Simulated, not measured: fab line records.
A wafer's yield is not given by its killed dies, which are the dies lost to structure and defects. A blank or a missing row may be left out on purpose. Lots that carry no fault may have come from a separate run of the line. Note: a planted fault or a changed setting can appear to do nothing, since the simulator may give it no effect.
Which tool did it? || flow nandHarc || 7 lots with 21 wafers sampled at 4 steps, on a route of 1302 steps

== WHAT THE GAUGES READ, wafer by wafer ==
NHARC_A_CHANNEL_FILL_D1_THK_MEAS_06: measures by ellipsometry.
{"lot": "L766", "measured": "day 10 12:50", "on": "filmMetro-01", "thkNm (nm)": "6.5 6.7 5.2"}
{"lot": "L768", "measured": "day 11 19:58", "on": "filmMetro-02", "thkNm (nm)": "5.9 4.3 5.4"}
{"lot": "L770", "measured": "day 12 08:59", "on": "filmMetro-01", "thkNm (nm)": "5.6 4.6 7.5"}
{"lot": "L777", "measured": "day 15 19:17", "on": "filmMetro-01", "thkNm (nm)": "5.7 5.7 4.8"}
{"lot": "L779", "measured": "day 16 06:19", "on": "filmMetro-01", "thkNm (nm)": "5.6 5.8 4.0"}
{"lot": "L783", "measured": "day 17 17:58", "on": "filmMetro-01", "thkNm (nm)": "4.8 5.9 3.7"}
{"lot": "L788", "measured": "day 19 22:35", "on": "filmMetro-02", "thkNm (nm)": "4.9 5.2 5.3"}

== TOOL THAT RAN EACH LOT (tool first, then ch and the chambers of the sampled wafers, then the start) ==
{"lot": "L766", "NHARC_A_CHANNEL_HOLE_D1_ETCH_26": "harEtch-01 ch 0,1, day 9 00:38", "NHARC_A_CHANNEL_HOLE_D1_ETCH_44": "rieDiel-11 ch 0,2,3, day 9 01:36", "NHARC_A_CHANNEL_FILL_D1_ANNEAL_17": "furnace-08 ch 0, day 9 18:19"}
{"lot": "L768", "NHARC_A_CHANNEL_HOLE_D1_ETCH_26": "harEtch-01 ch 0,1, day 10 00:37", "NHARC_A_CHANNEL_HOLE_D1_ETCH_44": "rieDiel-11 ch 0,3, day 10 01:32", "NHARC_A_CHANNEL_FILL_D1_ANNEAL_17": "furnace-08 ch 0, day 10 19:26"}
{"lot": "L770", "NHARC_A_CHANNEL_HOLE_D1_ETCH_26": "harEtch-02 ch 0,1, day 10 12:08", "NHARC_A_CHANNEL_HOLE_D1_ETCH_44": "rieDiel-11 ch 0,2, day 10 13:05", "NHARC_A_CHANNEL_FILL_D1_ANNEAL_17": "furnace-01 ch 0, day 11 06:46"}
{"lot": "L777", "NHARC_A_CHANNEL_HOLE_D1_ETCH_26": "harEtch-01 ch 0, day 14 01:20", "NHARC_A_CHANNEL_HOLE_D1_ETCH_44": "rieDiel-04 ch 0,3, day 14 02:17", "NHARC_A_CHANNEL_FILL_D1_ANNEAL_17": "furnace-03 ch 0, day 14 19:05"}
{"lot": "L779", "NHARC_A_CHANNEL_HOLE_D1_ETCH_26": "harEtch-02 ch 0,1, day 14 14:08", "NHARC_A_CHANNEL_HOLE_D1_ETCH_44": "rieDiel-11 ch 0,2,3, day 14 15:05", "NHARC_A_CHANNEL_FILL_D1_ANNEAL_17": "furnace-01 ch 0, day 15 09:54"}
{"lot": "L783", "NHARC_A_CHANNEL_HOLE_D1_ETCH_26": "harEtch-01 ch 0,1, day 16 03:36", "NHARC_A_CHANNEL_HOLE_D1_ETCH_44": "rieDiel-11 ch 0,1,3, day 16 04:35", "NHARC_A_CHANNEL_FILL_D1_ANNEAL_17": "furnace-08 ch 0, day 16 21:28"}
{"lot": "L788", "NHARC_A_CHANNEL_HOLE_D1_ETCH_26": "harEtch-02 ch 0,1, day 18 07:08", "NHARC_A_CHANNEL_HOLE_D1_ETCH_44": "rieDiel-13 ch 0,1,3, day 18 08:05", "NHARC_A_CHANNEL_FILL_D1_ANNEAL_17": "furnace-03, day 19 00:04"}
- NHARC_A_CHANNEL_HOLE_D1_ETCH_26: etches the open film in C4F8/O2/Ar, time 224.1 s, target depth 300 nm.
- NHARC_A_CHANNEL_HOLE_D1_ETCH_44: etches the open film in CF4/O2, target depth 140 nm, overetch 14 nm, time 77 s.
- NHARC_A_CHANNEL_FILL_D1_ANNEAL_17: time 1800 s.

== THE ANSWER, worked out from the rows above alone ==
Rule: usual is defined by the lots themselves. Put in order of their means at a reading, lots are off if they are a third of the lots or fewer, leave a main group of 4 or more, and stand apart from it by a gap of 3 or more times the standard deviation of the main group's means; of several such gaps the widest counts. A main group whose means are all the same, to the digits that the tables above print for the reading, isn't used. A lot without any number at a reading at which 4 lots or more have one is off too. The other lots that the step has rows for count as sound.
No lot is off at any reading shown: from this, nothing can be told.

== WHAT HAD BEEN PUT IN BY THE SIMULATOR ==
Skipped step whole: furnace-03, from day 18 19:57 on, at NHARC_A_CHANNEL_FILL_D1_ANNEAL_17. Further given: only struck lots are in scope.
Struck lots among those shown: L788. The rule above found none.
